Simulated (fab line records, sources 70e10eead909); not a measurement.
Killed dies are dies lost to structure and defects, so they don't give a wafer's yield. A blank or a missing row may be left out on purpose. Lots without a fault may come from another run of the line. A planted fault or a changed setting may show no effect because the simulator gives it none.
fab line records | flow nand_harc | part 2 of 2: steps 26 to 38 of 38
record lots=5 wafers=15 last_day=33
route steps=1302 shown A_CONTACT@1100 A_BLC@1107 A_M0@1137
lots that met no fault: from a run of the same line without faults
start_h: hours from the record's first day to the start of the lot's first wafer shown | wait_h: hours since the lot's step before | " the same as in the row above | L1.1+2: a row that stands for several wafers | - no value, or no start given | * or withheld: withheld | < > ~ a bound
route shown NAME@n: a module of which the file shows steps, and the number in the route of the first | usual: mean/standard deviation of fault-free wafers | same: alike in all rows | chamber/n: place in a boat | sites: the reading at each site | _std_site: their standard deviation | _edge_site: outer sites' mean less inner sites' | radius_mm: how far each site lies from the wafer's centre | mask NAME#n: copy n | behind: the tool/chamber that last shaped the wafer | hold: why the lot was held/for how many hours/how that ended | device: the transistor (n, p or np) that didn't switch | end of line: the same wafers' tests at the end of the route | a step without rows: its recipe alone | killed: dies lost to structure and defects at the first sort, not the wafer's yield | map: a wafer's dies, x killed, . not, _ none there
set.NAME: the setting as run; set.NAME@STEP: as run at that earlier step | model.NAME: the simulator's own value behind a step, which no gauge read
lots at some steps of the route; a table a step, a row a wafer
services: from which hour (start_h, from the record's first day; less than 0 if before it) a tool's chamber was out of use, for how many hours, and why
## steps
# step NHARC_A_BLC_STRIP_21
# recipe o2_flow_sccm=500 ar_flow_sccm=0 bias_w=0 chemistry=O2
# usual drypump_motor_current_A=5.7/0.45 oes_product_au=0.997/0.014 rf_vpp_V=57.6/0.87 showerhead_plenum_p_Torr=3.48/0.14 throttle_valve_pct=17.036/0.008
# columns lot.wafer tool chamber start_h wait_h drypump_motor_current_A oes_product_au rf_hours_counter_h rf_vpp_V showerhead_plenum_p_Torr throttle_valve_pct
L080.4 rie_diel-09 0 580.56 0.1 6.4 1.017 4 58.3 3.43 17.047
L080.2 " 1 " " 5.2 0.998 3 57.8 3.29 17.032
L080.6 " 0 " " 6.4 1.021 - 56.8 3.43 17.034
L083.1 rie_diel-09 0 614.96 0.1 6.4 1.023 6 55.9 3.43 17.032
L083.3 " 1 " " 5.2 0.993 6 57.1 3.29 17.028
L083.6 " 2 " " 5.7 0.969 - 58.6 3.44 17.038
L086.2 rie_diel-08 0 637.06 0.1 5.0 0.997 7 59.6 3.49 17.034
L086.5 " 0 " " 5.0 0.993 - 58.5 3.49 17.034
L086.6 " 1 " " 5.3 0.983 - 57.2 3.38 17.037
L087.2 rie_diel-09 2 659.86 0.1 5.7 0.980 8 56.7 3.43 17.042
L087.3 " 0 " " 6.4 1.028 8 57.9 3.43 17.041
L087.5 " 0 " " 6.4 1.023 - 57.6 3.43 17.033
L095.1 rie_diel-09 0 730.56 0.3 6.4 1.007 3 56.5 3.43 17.024
L095.4 " 1 " " 5.2 1.009 3 57.7 3.29 17.017
L095.2 " 2 " " 5.7 1.003 3 58.0 3.43 17.043
# step NHARC_A_BLC_STRIP_22
# recipe time_s=600 temp_c=30 chemistry=post_etch_residue_remover
# columns lot.wafer tool chamber start_h wait_h
L080.6+4+2 wet_bench-03 7,0,1 580.70 -
L083.6+3+1 wet_bench-02 2,3,5 615.11 -
L086.5+6+2 wet_bench-02 4,5,0 637.22 -
L087.3+5+2 wet_bench-02 5,6,0 660.03 -
L095.1+4+2 wet_bench-01 2,4,6 730.72 -
# step NHARC_A_BLC_DEGAS_30
# recipe temp_c=300 time_s=60
# usual heater_power_w=480/50
# columns lot.wafer tool chamber start_h wait_h heater_power_w
L080.2 pvd_sputter-02 - 580.96 - 474
L080.4 " - " " 500
L080.6 " - " " 465
L083.3 pvd_sputter-02 - 615.36 - 490
L083.1 " - " " 505
L083.6 " - " " 480
L086.2 pvd_sputter-02 - 637.52 - 483
L086.5 " - " " 500
L086.6 " - " " 477
L087.2 pvd_sputter-01 - 660.29 - 446
L087.3 " - " " 387
L087.5 " - " " 443
L095.2 pvd_sputter-03 - 730.98 - 444
L095.1 " - " " 458
L095.4 " - " " 421
# step NHARC_A_BLC_PRE_CLEAN_31
# recipe time_s=15 bias_v=250 gas=Ar
# columns lot.wafer tool chamber start_h wait_h
L080.2+4+6 pvd_sputter-02 - - -
L083.1+3+6 pvd_sputter-02 - - -
L086.2+5+6 pvd_sputter-02 - - -
L087.2+3+5 pvd_sputter-01 - - -
L095.4+1+2 pvd_sputter-03 - - -
# step NHARC_A_BLC_PVD_32
# recipe target_thk_a=50 chamber_pressure_pa=5 power_w=5000 substrate_temp_c=200 time_s=17.7 material=Ti
# usual throttle_valve_pct=29.6/1.1
# columns lot.wafer tool chamber start_h wait_h throttle_valve_pct
L080.2 pvd_sputter-02 - - - 28.1
L080.4 " - " " 29.6
L080.6 " - " " 28.2
L083.1 pvd_sputter-02 - - - 28.0
L083.3 " - " " 29.5
L083.6 " - " " 29.6
L086.2 pvd_sputter-02 - - - 28.2
L086.5 " - " " 28.1
L086.6 " - " " 29.7
L087.3 pvd_sputter-01 - - - 31.8
L087.2 " - " " 30.3
L087.5 " - " " 31.7
L095.4 pvd_sputter-03 - - - 30.1
L095.1 " - " " 30.4
L095.2 " - " " 29.1
# step NHARC_A_BLC_ALD_23
# recipe target_thk_a=30 pulse_time_s=1 ald_cycles=150 temp_c=450 material=TiN
# usual heater_power_w=1131/110 precursor_pulse_height_rel=0.999/0.023
# columns lot.wafer tool chamber start_h wait_h heater_power_w precursor_pulse_height_rel
L080.2 ald_metal-02 0 581.21 - 1344 0.990
L080.4 " 3 " " 1224 1.014
L080.6 " 1 " " 1059 0.979
L083.1 ald_metal-04 2 615.63 - 996 0.985
L083.3 " 0 " " 1196 0.968
L083.6 " 0 " " 1179 0.960
L086.2 ald_metal-02 1 637.81 - 1076 0.985
L086.5 " 3 " " 1167 1.024
L086.6 " 0 " " 1416 0.986
L087.2 ald_metal-02 3 660.53 - 1150 0.976
L087.3 " 0 " " 1405 0.973
L087.5 " 0 " " 1410 1.015
L095.4 ald_metal-04 1 731.22 - 1088 0.989
L095.2 " 2 " " 979 1.016
L095.1 " 3 " " 1197 1.030
# step NHARC_A_BLC_CVD_24
# recipe target_thk_a=1500 temp_c=300 pressure_torr=40 wf6_flow_sccm=40 h2_flow_sccm=1600 ar_flow_sccm=1560 time_s=434 material=W
# usual heater_power_w=432/31 mfc_h2_sccm=1599/5.2 throttle_valve_pct=7.82/0.21
# columns lot.wafer tool chamber start_h wait_h heater_power_w mfc_h2_sccm throttle_valve_pct
L080.2 cvd_w-01 0 - - 373 1595 7.67
L080.4 " 0 " " 386 1595 7.51
L080.6 " 0 " " 381 1590 7.65
L083.1 cvd_w-02 1 - - 433 1601 7.87
L083.3 " 1 " " 447 1600 8.10
L083.6 " 0 " " 433 1590 8.33
L086.2 cvd_w-01 0 - - 368 1604 7.99
L086.6 " 0 " " 370 1605 7.54
L086.5 " 1 " " 458 1595 7.71
L087.2 cvd_w-02 1 - - 446 1604 7.92
L087.3 " 0 " " 443 1592 7.97
L087.5 " 1 " " 443 1599 8.13
L095.1 cvd_w-02 0 - - 443 1600 8.15
L095.2 " 1 " " 451 1597 7.84
L095.4 " 1 " " 452 1596 8.04
# step NHARC_A_BLC_CMP_25
# recipe t_overpolish_s=30 target_thk_nm=150
# usual motor_current_A=12.4/1.3 overpolish_run_s=30.001/0.0089 time_to_endpoint_s=31/3.6
# columns lot.wafer tool chamber start_h wait_h motor_current_A overpolish_run_s time_to_endpoint_s
L080.2 cmp-01 1 582.36 0.7 11.5 29.993 32
L080.4 " 2 " " 12.1 29.995 27
L080.6 " 2 " " 11.3 30.004 25
L083.1 cmp-04 2 616.38 0.5 13.4 29.989 30
L083.3 " 1 " " 13.6 29.984 40
L083.6 " 3 " " 13.7 30.013 34
L086.2 cmp-01 3 638.57 0.5 14.5 29.999 35
L086.6 " 0 " " 11.5 30.008 27
L086.5 " 1 " " 11.7 30.014 31
L087.2 cmp-04 3 661.35 0.5 14.4 30.008 31
L087.3 " 0 " " 10.2 30.000 30
L087.5 " 1 " " 13.7 30.006 36
L095.1 cmp-04 2 731.95 0.5 12.9 30.008 28
L095.2 " 3 " " 13.6 30.012 30
L095.4 " 1 " " 13.4 29.999 33
# step NHARC_A_BLC_SRD_27
# columns lot.wafer tool chamber start_h wait_h
L080.4+6+2 wet_bench-02 6,0,1 582.69 0.0
L083.3+1+6 wet_bench-02 1,2,4 616.70 0.0
L086.2+5+6 wet_bench-03 5,7,1 638.81 0.0
L087.3+2+5 wet_bench-01 7,1,2 661.62 0.0
L095.4+1+2 wet_bench-02 0,2,5 732.27 0.0
# step NHARC_A_BLC_INSPECT_28
# usual raw_defect_count=526/110
# columns lot.wafer tool chamber start_h wait_h raw_defect_count
L080.2 defect_inspect-02 - 582.76 0.1 487
L080.4 " - " " 530
L080.6 " - " " 544
L083.1 defect_inspect-01 - 616.78 0.1 400
L083.3 " - " " 435
L083.6 " - " " 466
L086.2 defect_inspect-01 - 638.90 0.1 997
L086.5 " - " " 592
L086.6 " - " " 434
L087.2 defect_inspect-02 - 661.70 0.1 462
L087.3 " - " " 408
L087.5 " - " " 417
L095.1 defect_inspect-02 - 732.36 0.1 468
L095.2 " - " " 429
L095.4 " - " " 556
# step NHARC_A_M0_DEP_00
# recipe target_thk_a=1500 target_thk_nm=150 temp_c=withheld pressure_torr=5 flow_sccm=200 rf_w=600 material=SiOC
# columns lot.wafer tool chamber start_h wait_h
L080.2+6+4 pecvd-03 2,1,0 582.88 0.1
L083.3+1+6 pecvd-04 1,2,0 616.89 0.1
L086.2+6+5 pecvd-03 2,0,2 639.05 0.2
L087.3+2+5 pecvd-04 2,0,0 661.77 0.1
L095.1+2+4 pecvd-04 0,1,0 732.85 0.5
# step NHARC_A_M0_DEHYDRATE_01
# recipe temp_c=150 time_s=120
# columns lot.wafer tool chamber start_h wait_h
L080.2+4+6 litho_track-01 0 583.24 -
L083.1+3+6 litho_track-04 0 617.25 -
L086.2+5+6 litho_track-06 0 639.37 -
L087.2+3+5 litho_track-04 0 662.18 -
L095.1+2+4 litho_track-01 0 733.21 -
# step NHARC_A_M0_HMDS_02
# recipe time_s=30
# columns lot.wafer tool chamber start_h wait_h
L080.2+4+6 litho_track-01 0 - -
L083.1+3+6 litho_track-04 0 - -
L086.2+5+6 litho_track-06 0 - -
L087.2+3+5 litho_track-04 0 - -
L095.1+2+4 litho_track-01 0 - -
## services
# columns tool chamber start_h hours kind
litho_track-04 - 553.00 7.0 pm
cvd_w-02 0 559.47 2.9 repair
rie_diel-09 2 559.82 6.6 repair
pvd_sputter-02 - 566.96 0.5 repair
rie_diel-08 0 572.78 3.6 repair
ald_metal-02 - 576.96 1.4 repair
wet_bench-02 - 597.01 8.0 pm
cvd_w-01 0 598.93 8.2 repair
pvd_sputter-02 - 601.48 8.7 repair
cmp-04 - 603.45 4.0 pm
ald_metal-02 - 610.00 10.0 pm
cvd_w-02 - 631.24 13.0 pm
pvd_sputter-02 - 638.00 10.0 pm
rie_diel-09 0 649.35 6.8 repair
rie_diel-09 3 655.93 14.8 repair
rie_diel-08 2 674.09 2.6 repair
rie_diel-09 - 674.10 9.0 pm
litho_track-01 - 680.00 7.0 pm
cmp-04 - 701.45 4.0 pm
litho_track-06 - 704.00 7.0 pm
wet_bench-09 - 704.80 8.0 pm
rie_diel-08 - 722.13 9.0 pm
cmp-04 - 723.20 0.5 repair
litho_track-04 - 728.00 7.0 pm
